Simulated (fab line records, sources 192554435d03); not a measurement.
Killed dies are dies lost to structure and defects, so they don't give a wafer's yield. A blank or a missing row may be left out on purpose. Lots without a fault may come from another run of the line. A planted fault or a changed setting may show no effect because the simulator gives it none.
fab line records | flow n5_finfet | part 2 of 2: steps 5 to 6 of 6
record lots=20 wafers=60 last_day=18
route steps=1938 shown BEOL_M12@1636 BEOL_M13@1673
lots that met no fault: from a run of the same line without faults
start_h: hours from the record's first day to the start of the lot's first wafer shown | wait_h: hours since the lot's step before | " the same as in the row above | L1.1+2: a row that stands for several wafers | - no value, or no start given | * or withheld: withheld | < > ~ a bound
route shown NAME@n: a module of which the file shows steps, and the number in the route of the first | usual: mean/standard deviation of fault-free wafers | same: alike in all rows | chamber/n: place in a boat | sites: the reading at each site | _std_site: their standard deviation | _edge_site: outer sites' mean less inner sites' | radius_mm: how far each site lies from the wafer's centre | mask NAME#n: copy n | behind: the tool/chamber that last shaped the wafer | hold: why the lot was held/for how many hours/how that ended | device: the transistor (n, p or np) that didn't switch | end of line: the same wafers' tests at the end of the route | a step without rows: its recipe alone | killed: dies lost to structure and defects at the first sort, not the wafer's yield | map: a wafer's dies, x killed, . not, _ none there
set.NAME: the setting as run; set.NAME@STEP: as run at that earlier step | model.NAME: the simulator's own value behind a step, which no gauge read
steps of the route over a sample of lots; a table a step, a row a wafer
services: from which hour (start_h, from the record's first day; less than 0 if before it) a tool's chamber was out of use, for how many hours, and why
## steps
# step N5_BEOL_M13_TRENCH_ETCH_34
# recipe chemistry=C4F8/O2/Ar target=SiOC target_depth_a=4134.7 mask_material=SOC pressure_mtorr=30 source_w=3000 bias_w=700 Ar_flow_sccm=400 C4F8_flow_sccm=15 O2_flow_sccm=8 he_inner_torr=15 he_outer_torr=30 time_s=162.6 ion_energy_ev=250
# usual drypump_motor_current_A=6.0/0.4 oes_product_au=0.79/0.089 rf_fwd_power_W=2988/9.1 rf_vpp_V=665.2/2.9 showerhead_plenum_p_Torr=3.39/0.1 throttle_valve_pct=24.14/0.26
# same time_s=162.6
# columns lot.wafer tool chamber start_h wait_h drypump_motor_current_A oes_product_au rf_fwd_power_W rf_hours_counter_h rf_vpp_V showerhead_plenum_p_Torr throttle_valve_pct
L074.3 rie_diel-01 0 250.92 0.0 6.2 0.91 2976 27 667.3 3.49 24.01
L074.4 " 3 " " 5.9 0.69 3003 222 663.4 3.39 24.35
L074.6 " 2 " " 6.0 0.70 3002 - 669.0 3.52 24.36
L075.1 rie_diel-03 3 260.29 0.0 6.5 0.69 3004 223 667.6 3.48 24.08
L075.2 " 1 " " 5.9 0.91 3002 31 664.0 3.34 23.99
L075.4 " 2 " " 6.6 0.70 2995 242 664.2 3.32 23.97
L076.2 rie_diel-02 1 279.37 0.0 5.8 0.71 2992 188 661.0 3.27 24.68
L076.3 " 2 " " 5.7 0.96 2970 17 671.5 3.60 24.24
L076.4 " 0 " " 6.7 0.84 2995 80 665.6 3.46 23.85
L079.3 rie_diel-03 1 283.58 0.0 5.8 0.90 2977 39 662.4 3.33 24.00
L079.4 " 3 " " 6.4 0.70 2983 - 668.5 3.47 24.11
L079.6 " 1 " " 5.8 0.90 2983 - 665.9 3.33 24.01
L081.2 rie_diel-01 3 283.96 0.0 5.9 0.69 2980 227 664.8 3.39 24.35
L081.3 " 2 " " 6.0 0.69 2981 194 668.6 3.51 24.39
L081.5 " 3 " " 5.9 0.69 2994 - 665.7 3.39 24.34
L082.3 rie_diel-01 2 299.15 0.0 6.0 0.68 2986 198 667.9 3.51 24.38
L082.4 " 1 " " 6.1 0.86 2993 61 663.8 3.33 24.28
L082.6 " 3 " " 5.9 0.69 2994 - 665.0 3.39 24.36
L078.1 rie_diel-02 1 305.20 0.0 5.8 0.70 2992 196 661.8 3.27 24.71
L078.4 " 2 " " 5.7 0.95 2991 25 670.3 3.60 24.24
L078.5 " 1 " " 5.8 0.71 3001 - 662.8 3.27 24.67
L083.4 rie_diel-03 3 308.43 0.1 6.4 0.69 3000 - 666.3 3.47 24.10
L083.5 " 1 " " 5.9 0.89 2987 - 664.0 3.33 24.01
L083.6 " 0 " " 5.2 0.76 2986 - 664.6 3.39 23.99
L084.2 rie_diel-02 0 315.33 0.0 6.6 0.82 2987 92 665.7 3.46 23.87
L084.4 " 2 " " 5.7 0.93 2973 29 671.6 3.60 24.26
L084.6 " 0 " " 6.7 0.83 2997 - 666.4 3.46 23.85
L085.1 rie_diel-02 2 335.10 0.0 5.7 0.91 2990 35 670.1 3.59 24.28
L085.2 " 3 " " 5.8 0.70 2978 222 661.6 3.23 23.90
L085.6 " 0 " " 6.7 0.82 2995 - 666.1 3.45 23.85
L086.2 rie_diel-02 2 335.75 0.0 5.7 0.92 2993 36 671.3 3.59 24.26
L086.5 " 3 " " 5.8 0.71 2986 - 660.2 3.23 23.89
L086.6 " 0 " " 6.7 0.83 2994 - 665.4 3.45 23.86
L088.1 rie_diel-03 2 343.29 0.0 6.6 0.91 2989 8 663.1 3.32 23.78
L088.2 " 1 " " 5.9 0.87 2989 61 662.7 3.32 24.02
L088.3 " 0 " " 5.3 0.75 2992 163 667.1 3.38 24.01
L087.2 rie_diel-03 1 350.35 0.0 5.8 0.87 2985 64 664.4 3.32 24.02
L087.3 " 0 " " 5.3 0.74 2956 165 665.8 3.38 24.01
L087.6 " 0 " " 5.3 0.74 2974 - 664.5 3.38 24.01
L090.1 rie_diel-02 3 363.50 0.0 5.9 0.71 2975 232 659.8 3.23 23.92
L090.3 " 1 " " 5.7 0.70 2986 213 662.9 3.26 24.71
L090.5 " 1 " " 5.7 0.69 2997 - 663.2 3.26 24.69
L089.2 rie_diel-01 1 369.05 0.0 6.1 0.84 2978 78 661.3 3.32 24.31
L089.4 " 0 " " 6.2 0.85 2980 56 666.7 3.47 24.05
L089.6 " 3 " " 5.9 0.67 2998 - 665.1 3.38 24.38
L092.1 rie_diel-01 0 380.21 0.0 6.2 0.86 2974 61 666.1 3.47 24.06
L092.3 " 2 " " 6.0 0.68 2992 218 671.0 3.50 24.40
L092.4 " 1 " " 6.0 0.83 2992 82 662.2 3.32 24.32
L095.1 rie_diel-01 2 387.62 0.0 6.0 0.68 2992 221 668.2 3.50 24.44
L095.2 " 1 " " 6.1 0.82 2981 85 664.3 3.32 24.33
L095.4 " 0 " " 6.2 0.84 2978 - 667.8 3.47 24.06
L093.1 rie_diel-01 1 391.20 0.0 6.0 0.82 3004 87 663.5 3.32 24.31
L093.5 " 2 " " 6.0 0.68 2978 - 668.8 3.50 24.43
L093.6 " 1 " " 6.1 0.82 3004 - 663.7 3.32 24.32
L096.4 rie_diel-03 0 397.87 0.0 5.2 0.74 2985 182 665.2 3.37 24.04
L096.5 " 3 " " 6.4 0.91 2990 - 667.4 3.46 23.86
L096.6 " 0 " " 5.3 0.74 2985 - 664.8 3.37 24.04
L097.2 rie_diel-03 1 399.30 0.0 5.8 0.85 2989 81 662.8 3.31 24.06
L097.4 " 2 " " 6.6 0.88 2987 28 662.9 3.31 23.81
L097.5 " 1 " " 5.9 0.84 2991 - 662.7 3.31 24.06
# step N5_BEOL_M13_RS_MEAS_54
# recipe thk_meas_gauge=four-point-probe reads=Cu_of_BEOL_M13_ECD_47+Ta_of_BEOL_M13_SPUTTER_44+TaN_of_BEOL_M13_SPUTTER_43
# usual M13_RS=0.0451/0.001
# columns lot.wafer tool chamber start_h wait_h M13_RS[ohm/sq]
L074.3 film_metro-01 - 257.18 0.1 0.0434
L074.4 " - " " 0.0459
L074.6 " - " " 0.0456
L075.1 film_metro-02 - 264.50 0.0 0.0456
L075.2 " - " " 0.0441
L075.4 " - " " 0.0451
L076.2 film_metro-01 - 281.50 0.1 0.0460
L076.3 " - " " 0.0426
L076.4 " - " " 0.0441
L079.3 film_metro-02 - 286.98 0.1 0.0439
L079.4 " - " " 0.0450
L079.6 " - " " 0.0440
L081.2 film_metro-02 - 288.65 0.1 0.0453
L081.3 " - " " 0.0462
L081.5 " - " " 0.0460
L082.3 film_metro-01 - 303.63 0.1 0.0463
L082.4 " - " " 0.0451
L082.6 " - " " 0.0457
L078.1 film_metro-01 - 311.91 0.0 0.0453
L078.4 " - " " 0.0421
L078.5 " - " " 0.0456
L083.4 film_metro-01 - 312.25 0.0 0.0453
L083.5 " - " " 0.0440
L083.6 " - " " 0.0457
L084.2 film_metro-01 - 323.26 0.1 0.0443
L084.4 " - " " 0.0429
L084.6 " - " " 0.0444
L085.1 film_metro-01 - 337.64 0.0 0.0434
L085.2 " - " " 0.0468
L085.6 " - " " 0.0443
L086.2 film_metro-01 - 338.14 0.1 0.0431
L086.5 " - " " 0.0463
L086.6 " - " " 0.0445
L088.1 film_metro-01 - 345.18 0.0 0.0456
L088.2 " - " " 0.0445
L088.3 " - " " 0.0463
L087.2 film_metro-01 - 352.50 0.1 0.0443
L087.3 " - " " 0.0458
L087.6 " - " " 0.0463
L090.1 film_metro-02 - 366.60 0.0 0.0456
L090.3 " - " " 0.0457
L090.5 " - " " 0.0460
L089.2 film_metro-01 - 372.25 0.1 0.0455
L089.4 " - " " 0.0445
L089.6 " - " " 0.0467
L092.1 film_metro-02 - 385.97 0.1 0.0441
L092.3 " - " " 0.0456
L092.4 " - " " 0.0454
L095.1 film_metro-02 - 390.67 0.1 0.0460
L095.2 " - " " 0.0457
L095.4 " - " " 0.0450
L093.1 film_metro-02 - 394.81 0.0 0.0455
L093.5 " - " " 0.0459
L093.6 " - " " 0.0455
L096.4 film_metro-01 - 401.33 0.1 0.0454
L096.5 " - " " 0.0457
L096.6 " - " " 0.0461
L097.2 film_metro-02 - 401.72 0.1 0.0440
L097.4 " - " " 0.0447
L097.5 " - " " 0.0440
## services
# columns tool chamber start_h hours kind
rie_diel-05 - 218.37 0.1 repair
rie_diel-05 3 242.46 40.9 repair
plasma_asher-02 - 245.84 33.9 repair
rie_diel-04 1 252.29 3.0 repair
rie_diel-01 3 254.41 9.7 repair
rie_diel-02 3 255.88 9.2 repair
rie_diel-03 3 274.13 5.8 repair
rie_diel-01 3 275.10 4.1 repair
rie_diel-06 2 275.94 2.5 repair
rie_diel-03 2 283.09 - clean
rie_diel-03 2 283.09 - consumable_replace:focus_ring
rie_diel-03 2 283.09 32.6 scheduled_down
rie_diel-03 2 283.09 32.6 vent_cycle
rie_diel-03 0 311.45 3.0 repair
rie_diel-02 1 338.28 8.1 repair
rie_diel-03 3 340.36 - clean
rie_diel-03 3 340.36 - consumable_replace:esc
rie_diel-03 3 340.36 - consumable_replace:focus_ring
rie_diel-03 3 340.36 23.1 scheduled_down
rie_diel-03 3 340.36 23.1 vent_cycle
plasma_asher-02 - 346.46 2.8 pm
rie_diel-02 - 367.53 0.8 repair
rie_diel-01 3 380.35 - clean
rie_diel-01 3 380.35 - consumable_replace:focus_ring
